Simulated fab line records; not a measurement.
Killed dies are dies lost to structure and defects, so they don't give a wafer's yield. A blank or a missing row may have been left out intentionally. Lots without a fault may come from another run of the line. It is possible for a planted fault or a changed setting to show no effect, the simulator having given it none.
Split-lot study    flow n5_finfet    7 lots, 21 wafers read, on a route of 1938 steps

ABOUT THE SPLIT
At N5_BEOL_M2_TRENCH_ETCH_37 (etches SiOC in C4F6/O2, target depth 55.555 nm, time 29.2 s), the setting bias_w was moved away from the recipe's 185 W on 8 of the 21 wafers read, by -18.0% to -7.5%. All remaining wafers had this setting at the recipe value.

FROM THE SPLIT TO THE READING: what the file shows between them, 2 steps
- N5_BEOL_M2_ETCH_41: etches SiCN in CH3F/O2, target depth 29.9 nm, time 52.5 s
- N5_BEOL_M2_STRIP_97: strips in N2/H2, time 10 s

THE READING
trench_depth_nm, in nm, at N5_BEOL_M2_OCD_MEAS_38. Typical for fault-free wafers on this fab line: 55.4 nm, with standard deviation 0.9 nm.

wafer   tool, chamber at the split  bias_w as run, W  against the recipe  trench_depth_nm, nm  against lot-mates on the recipe
L074.1  rie_diel-01, 2              185               recipe              54.3                 -
L074.3  rie_diel-01, 3              185               recipe              56.7                 -
L074.4  rie_diel-01, 0              185               recipe              55.7                 -
L078.1  rie_diel-06, 3              185               recipe              55.9                 -
L078.2  rie_diel-06, 1              163               -11.9%              53.5                 -2.4
L078.5  rie_diel-06, 1              163               -11.9%              53.6                 -2.3
L079.1  rie_diel-01, 2              185               recipe              54.4                 -
L079.3  rie_diel-01, 1              185               recipe              55.5                 -
L079.4  rie_diel-01, 0              185               recipe              55.7                 -
L084.1  rie_diel-03, 1              156.8             -15.2%              52.7                 -3.2
L084.2  rie_diel-03, 2              185               recipe              55.2                 -
L084.4  rie_diel-03, 3              185               recipe              56.6                 -
L085.3  rie_diel-03, 0              151.7             -18.0%              52.9                 -3.9
L085.4  rie_diel-03, 2              151.7             -18.0%              51.2                 -5.6
L085.5  rie_diel-03, 0              185               recipe              56.8                 -
L086.1  rie_diel-01, 3              171.1             -7.5%               54.9                 +0.3
L086.3  rie_diel-01, 2              171.1             -7.5%               53.4                 -1.2
L086.5  rie_diel-01, 0              185               recipe              54.6                 -
L089.3  rie_diel-06, 0              152.3             -17.7%              52.7                 -2.5
L089.5  rie_diel-06, 0              185               recipe              55.7                 -
L089.6  rie_diel-06, 3              185               recipe              54.8                 -

THE FIT
A straight line over all 21 wafers: trench_depth_nm changes by +0.181 nm for each +1% of bias_w; r = +0.86; the points scatter about the line by 0.78 nm.
The same after taking each lot's own level away (the mean of its wafers on the recipe; 21 wafers): +0.213 nm for each +1%; r = +0.88; scatter 0.84 nm.
The reading moves by 3.8 nm for the largest change in bias_w, on that fit.
Across the lots, their own levels run from 54.60 to 56.80 nm, a range of 2.4 times the standard deviation given above.
So the lot-to-lot level changes the slope: the two fits differ.
Check: -3.69 nm against its lot-mates is what the line predicts for one of the wafers moved furthest among these (-18.0%) when that wafer is left out of the fit. It came out at -3.9 nm against them.
Tool readings at the split's step, against how far the setting was moved: rf_vpp_V r = +0.98.

FURTHER SPLITS ON THESE WAFERS
Note: prior to the reading, these wafers also went through further splits. Each is held against what the fit with the lots' levels taken away leaves over:
other split on the same wafers      wafers away from the commonest value  r with trench_depth_nm (lot level and that fit taken away)
N5_BEOL_M1_TRENCH_ETCH_37 source_w  6                                     +0.15
N5_BEOL_M2_ETCH_69 bias_w           9                                     -0.01

THE WHOLE CHAIN: every reading that the file lists as answering this split, in the file's order
step                       what it does                                                 reading                                                                    change (the file's fit)                r (the file's)
N5_BEOL_M2_TRENCH_ETCH_37  etches SiOC in C4F6/O2, target depth 55.555 nm, time 29.2 s  rf_vpp_V                                                                   +5.59 V for each +1% of the setting    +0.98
N5_BEOL_M2_TRENCH_ETCH_37  etches SiOC in C4F6/O2, target depth 55.555 nm, time 29.2 s  BEOL_M2.feature_depth_nm (the simulator's own value, which no gauge read)  +0.197 nm for each +1% of the setting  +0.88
N5_BEOL_M2_TRENCH_ETCH_37  etches SiOC in C4F6/O2, target depth 55.555 nm, time 29.2 s  etch.depth_nm (the simulator's own value, which no gauge read)             +0.198 nm for each +1% of the setting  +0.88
N5_BEOL_M2_OCD_MEAS_38                                                                  trench_depth_nm                                                            +0.197 nm for each +1% of the setting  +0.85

FILE'S OWN FIT
trench_depth_nm changes by +0.197 nm for each +1% of bias_w, r = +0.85.
